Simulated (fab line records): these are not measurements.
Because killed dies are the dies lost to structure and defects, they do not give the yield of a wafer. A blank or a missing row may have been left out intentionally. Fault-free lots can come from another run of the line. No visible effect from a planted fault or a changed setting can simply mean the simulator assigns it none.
Which tool is to blame? || flow n5Finfet || 12 lots, 36 wafers sampled, at 1 step of a route of 1938

== WHAT THE GAUGES READ, wafer by wafer ==
N5_BEOL_M9_CD_MEAS_11: target cd 64.1 nm.
{"lot": "L076", "measured": "day 9 19:02", "on": "cdSem-03", "cdNm (nm)": "64.9 65.0 64.8"}
{"lot": "L077", "measured": "day 10 07:38", "on": "cdSem-01", "cdNm (nm)": "64.1 64.9 65.0"}
{"lot": "L079", "measured": "day 10 18:42", "on": "cdSem-01", "cdNm (nm)": "63.7 63.6 65.4"}
{"lot": "L081", "measured": "day 11 01:35", "on": "cdSem-03", "cdNm (nm)": "64.4 65.4 64.1"}
{"lot": "L083", "measured": "day 11 11:30", "on": "cdSem-01", "cdNm (nm)": "65.1 65.4 64.6"}
{"lot": "L085", "measured": "day 12 02:25", "on": "cdSem-01", "cdNm (nm)": "63.9 63.2 64.3"}
{"lot": "L087", "measured": "day 12 20:47", "on": "cdSem-03", "cdNm (nm)": "64.1 62.7 64.5"}
{"lot": "L088", "measured": "day 13 04:58", "on": "cdSem-02", "cdNm (nm)": "64.1 63.4 63.8"}
{"lot": "L090", "measured": "day 13 16:33", "on": "cdSem-01", "cdNm (nm)": "64.6 64.9 63.3"}
{"lot": "L093", "measured": "day 14 07:56", "on": "cdSem-03", "cdNm (nm)": "64.0 63.9 64.7"}
{"lot": "L095", "measured": "day 14 21:24", "on": "cdSem-01", "cdNm (nm)": "64.2 64.4 64.4"}
{"lot": "L097", "measured": "day 15 08:27", "on": "cdSem-02", "cdNm (nm)": "64.1 64.4 64.6"}

== TOOL THAT RAN EACH LOT (tool first, then ch and the chambers of the sampled wafers, then the start) ==
No process step before these readings appears in the record.

== THE ANSWER, worked out from the rows above alone ==
Rule: what is usual is taken from the lots themselves. The widest of any qualifying gaps counts: lots, ordered by their means at a reading, are off when they make up no more than a third of the lots, leave a main group of 4 or more, and stand apart from it by 3 or more times the standard deviation of that group's means. A main group is skipped when, at the precision printed for the reading in the tables above, its means are all equal. A lot without any number at a reading at which 4 lots or more have one is off too. Where the step has rows for the other lots, those lots are counted as sound.
No lot is off on any of the readings shown, so nothing can be concluded from this.

== WHAT THE SIMULATOR HAD PUT IN ==
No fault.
